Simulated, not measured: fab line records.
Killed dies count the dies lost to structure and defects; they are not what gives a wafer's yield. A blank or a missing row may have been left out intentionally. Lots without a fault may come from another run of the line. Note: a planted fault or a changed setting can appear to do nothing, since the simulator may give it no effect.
Chamber matching :: flow nand-harc :: NHARC_P_M1_PRE_CLEAN_32 on pecvd-03: 3 sister chambers
The step time 12 s. 3 wafers are shown with their chamber, then 8 later ones without.

## WAFERS PAIRED WITH THEIR CHAMBERS
wafer: L863.1
chamber: 2
heater-power-w (W): 676

wafer: L863.4
chamber: 1
heater-power-w (W): 534

wafer: L868.2
chamber: 0
heater-power-w (W): 611

## WAFERS WHOSE CHAMBER IS MISSING
wafer: L868.3
heater-power-w (W): 647

wafer: L868.6
heater-power-w (W): 538

wafer: L871.1
heater-power-w (W): 556

wafer: L871.3
heater-power-w (W): 557

wafer: L871.6
heater-power-w (W): 629

wafer: L872.2
heater-power-w (W): 690

wafer: L872.5
heater-power-w (W): 616

wafer: L872.6
heater-power-w (W): 723

## WHICH CHAMBER EACH ONE RAN IN
wafer: L868.3
from the rows above: can't be placed: 2 or 0
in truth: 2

wafer: L868.6
from the rows above: 1
in truth: 1

wafer: L871.1
from the rows above: can't be placed: 1 or 0
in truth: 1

wafer: L871.3
from the rows above: can't be placed: 1 or 0
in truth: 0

wafer: L871.6
from the rows above: can't be placed: 0 or 2
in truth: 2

wafer: L872.2
from the rows above: 2
in truth: 2

wafer: L872.5
from the rows above: 0
in truth: 0

wafer: L872.6
from the rows above: 2
in truth: 2
Correctly placed: 4 of 8. From these rows, 4 cannot be placed; in 4 the true chamber is one of the candidates. Wrongly placed: 0.
How it was worked out, from the rows above alone: a wafer's distance from a chamber is the root of the sum, over the readings, of the square of ((its reading less the chamber's mean) divided by the reading's scatter). If the next closest chamber is less than 2 further off than the closest, the wafer can't be placed; otherwise it belongs to the closest. A chamber's mean is the mean of its shown wafers. The scatter: root of mean squared gap, hidden wafer to nearest shown wafer, with one shown wafer a chamber.
